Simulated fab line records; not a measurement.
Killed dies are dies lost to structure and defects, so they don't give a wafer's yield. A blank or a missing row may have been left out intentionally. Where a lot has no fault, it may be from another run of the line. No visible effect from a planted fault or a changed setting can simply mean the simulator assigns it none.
One fault seen from 2 desks ; flow nandHarc ; only its own numbers are on each desk; what lay behind them is given at the end

== FROM THE METROLOGY DESK ==
What the gauges read for every lot (on any tool): the sampled wafers with a number, averaged. Marked OUT: a lot whose mean sits more than 4 standard deviations from the usual mean, which makes it out of limits; the brackets give that distance.
Columns: A = thkNm at NHARC_A_ONON_D2_THK_MEAS_08, usual 998 nm; B = thkNm at NHARC_A_ONON_D2_THK_MEAS_24, usual 1000 nm
lot;first seen here;A;B
L837;day 12 07:43;1002;990
L839;day 13 12:10;996;998
L838;day 13 12:21;1008;990
L840;day 13 12:27;995;991
L841;day 14 06:15;1014;1003
L842;day 14 06:16;973;1005
L843;day 14 18:52;1000;1007
L849;day 18 06:12;981;639 (-44) OUT
L852;day 18 17:29;1002;652 (-42) OUT
L850;day 19 03:40;1004;654 (-42) OUT
L854;day 19 16:05;985;1005
L855;day 20 09:08;991;1014
L857;day 21 08:43;1017;1008
L859;day 21 14:10;998;1015
L860;day 22 02:13;1028;983
This desk's finding: out of limits on L849, L850, L852; first on L849, day 18 16:13 (thkNm at NHARC_A_ONON_D2_THK_MEAS_24). In limits: L837, L839, L838, L840, L841, L842, L843, L854, L855, L857, L859, L860.

== AT THE TOOL OWNER'S DESK: pecvdOnon-03 ==
The tool's own readings at NHARC_A_ONON_D2_DEP_22 (target thk 1000 nm): means of the sampled wafers that have a number, for each lot that ran on this tool. Marked OUT: a lot whose mean sits more than 4 standard deviations from the usual mean, which makes it out of limits; the brackets give that distance.
Columns: A = n2oFlowSccm at NHARC_A_ONON_D2_DEP_22, usual 2000 sccm
lot;first seen here;A
L837;day 12 19:47;1994
L840;day 13 21:21;2001
L849;day 18 15:43;2004
L852;day 19 02:40;2000
L850;day 19 13:11;2008
This desk's finding: nothing out of limits on any of the 5 lots.

== PUT TOGETHER ==
At day 18 16:13 the metrology desk could have sounded an alarm, on L849, L850, L852.
The desk of the tool owner found nothing out of limits.
The tool owner's desk has L849, L850, L852 on record, within its limits.
The lots listed all ran NHARC_A_ONON_D2_DEP_22 on pecvdOnon-03.

== WHAT THE SIMULATOR HAD INSERTED ==
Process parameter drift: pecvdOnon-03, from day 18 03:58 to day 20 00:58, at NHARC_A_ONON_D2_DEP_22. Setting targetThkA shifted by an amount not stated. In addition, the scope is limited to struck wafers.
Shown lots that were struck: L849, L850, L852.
Delay in hours, fault start to first out-of-limits reading, per desk: metrology desk 12.
